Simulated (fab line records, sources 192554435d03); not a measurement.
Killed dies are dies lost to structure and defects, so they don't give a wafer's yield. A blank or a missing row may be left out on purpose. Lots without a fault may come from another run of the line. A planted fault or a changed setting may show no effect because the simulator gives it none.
Split-lot experiment | flow n5_finfet | 7 lots, 39 wafers read, on a route of 1938 steps

THE SPLIT
At N5_DUMMY_GATE_ETCH_32 (etches SiO2 in CF4, target depth 3.5 nm, time 3.9 s), the setting time_s was moved away from the recipe's 3.9 s on 15 of the 39 wafers read, by -14.7% to +21.4%. The other wafers ran this setting at the recipe's value.

The reading is taken at the split's own step.

THE READING
etch.depth_nm (the simulator's own value, which no gauge read), in nm, at N5_DUMMY_GATE_ETCH_32 (etches SiO2 in CF4, target depth 3.5 nm, time 3.9 s). The file gives no usual value for it. The 24 wafers here that ran the recipe average 3.484 nm, standard deviation 0.043 nm.

wafer  | tool, chamber at the split | time_s as run, s | against the recipe | etch.depth_nm, nm | against lot-mates on the recipe
L077.1 | rie_si-01, 0               | 3.611            | -7.4%              | 3.195             | -0.261
L077.2 | rie_si-01, 3               | 3.9              | recipe             | 3.449             | -
L077.3 | rie_si-01, 2               | 3.611            | -7.4%              | 3.24              | -0.216
L077.4 | rie_si-01, 0               | 3.611            | -7.4%              | 3.192             | -0.264
L077.5 | rie_si-01, 2               | 3.9              | recipe             | 3.493             | -
L077.6 | rie_si-01, 3               | 3.9              | recipe             | 3.426             | -
L078.1 | rie_si-03, 3               | 3.9              | recipe             | 3.528             | -
L078.2 | rie_si-03, 1               | 3.9              | recipe             | 3.519             | -
L078.4 | rie_si-03, 2               | 3.9              | recipe             | 3.587             | -
L083.1 | rie_si-02, 0               | 3.328            | -14.7%             | 3.002             | -0.494
L083.2 | rie_si-02, 1               | 3.328            | -14.7%             | 2.992             | -0.504
L083.3 | rie_si-02, 2               | 3.9              | recipe             | 3.47              | -
L083.4 | rie_si-02, 3               | 3.9              | recipe             | 3.505             | -
L083.5 | rie_si-02, 3               | 3.9              | recipe             | 3.512             | -
L083.6 | rie_si-02, 0               | 3.328            | -14.7%             | 2.995             | -0.501
L084.1 | rie_si-02, 3               | 3.9              | recipe             | 3.543             | -
L084.2 | rie_si-02, 2               | 4.736            | +21.4%             | 4.249             | +0.735
L084.3 | rie_si-02, 0               | 3.9              | recipe             | 3.509             | -
L084.4 | rie_si-02, 1               | 4.736            | +21.4%             | 4.185             | +0.671
L084.5 | rie_si-02, 3               | 3.9              | recipe             | 3.49              | -
L084.6 | rie_si-02, 2               | 4.736            | +21.4%             | 4.238             | +0.724
L089.1 | rie_si-01, 2               | 3.9              | recipe             | 3.52              | -
L089.2 | rie_si-01, 0               | 3.9              | recipe             | 3.441             | -
L089.3 | rie_si-01, 1               | 4.48             | +14.9%             | 3.909             | +0.432
L089.4 | rie_si-01, 3               | 4.48             | +14.9%             | 3.997             | +0.520
L089.5 | rie_si-01, 3               | 3.9              | recipe             | 3.47              | -
L089.6 | rie_si-01, 2               | 4.48             | +14.9%             | 4.041             | +0.564
L090.1 | rie_si-01, 0               | 3.519            | -9.8%              | 3.145             | -0.330
L090.2 | rie_si-01, 2               | 3.519            | -9.8%              | 3.194             | -0.281
L090.3 | rie_si-01, 3               | 3.519            | -9.8%              | 3.166             | -0.309
L090.4 | rie_si-01, 1               | 3.9              | recipe             | 3.421             | -
L090.5 | rie_si-01, 0               | 3.9              | recipe             | 3.487             | -
L090.6 | rie_si-01, 3               | 3.9              | recipe             | 3.517             | -
L093.1 | rie_si-01, 0               | 3.9              | recipe             | 3.454             | -
L093.2 | rie_si-01, 1               | 3.9              | recipe             | 3.404             | -
L093.3 | rie_si-01, 3               | 3.9              | recipe             | 3.433             | -
L093.4 | rie_si-01, 2               | 3.9              | recipe             | 3.483             | -
L093.5 | rie_si-01, 2               | 3.9              | recipe             | 3.514             | -
L093.6 | rie_si-01, 1               | 3.9              | recipe             | 3.438             | -

THE FIT
A straight line over all 39 wafers: etch.depth_nm changes by +0.034 nm for each +1% of time_s; r = +0.99; the points scatter about the line by 0.041 nm.
The same after taking each lot's own level away (the mean of its wafers on the recipe; 39 wafers): +0.0333 nm for each +1%; r = +0.99; scatter 0.032 nm.
On that fit, the largest move of time_s shifts the reading by 0.71 nm.
The lots' own levels span 3.4543 to 3.5447 nm, that is 2.1 times the standard deviation above.
So the lot-to-lot level changes the slope little: the two slopes agree.
Check: with one of the wafers moved furthest among these (+21.4%) left out of the fit, the line predicts +0.712 nm for it against its lot-mates. It came out at +0.735 nm against them.

OTHER SPLITS ON THESE WAFERS
These wafers also went through other splits before the reading. Each is held against what the fit with the lots' levels taken away leaves over:
other split on the same wafers    | wafers away from the commonest value | r with etch.depth_nm (lot level and that fit taken away)
N5_WELL_APT_IMPLANT_31 energy_kev | 15                                   | +0.05
N5_DUMMY_GATE_CVD_03 temp_c       | 30                                   | +0.01

THE FILE'S OWN FIT
etch.depth_nm changes by +0.0333 nm for each +1% of time_s, r = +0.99.
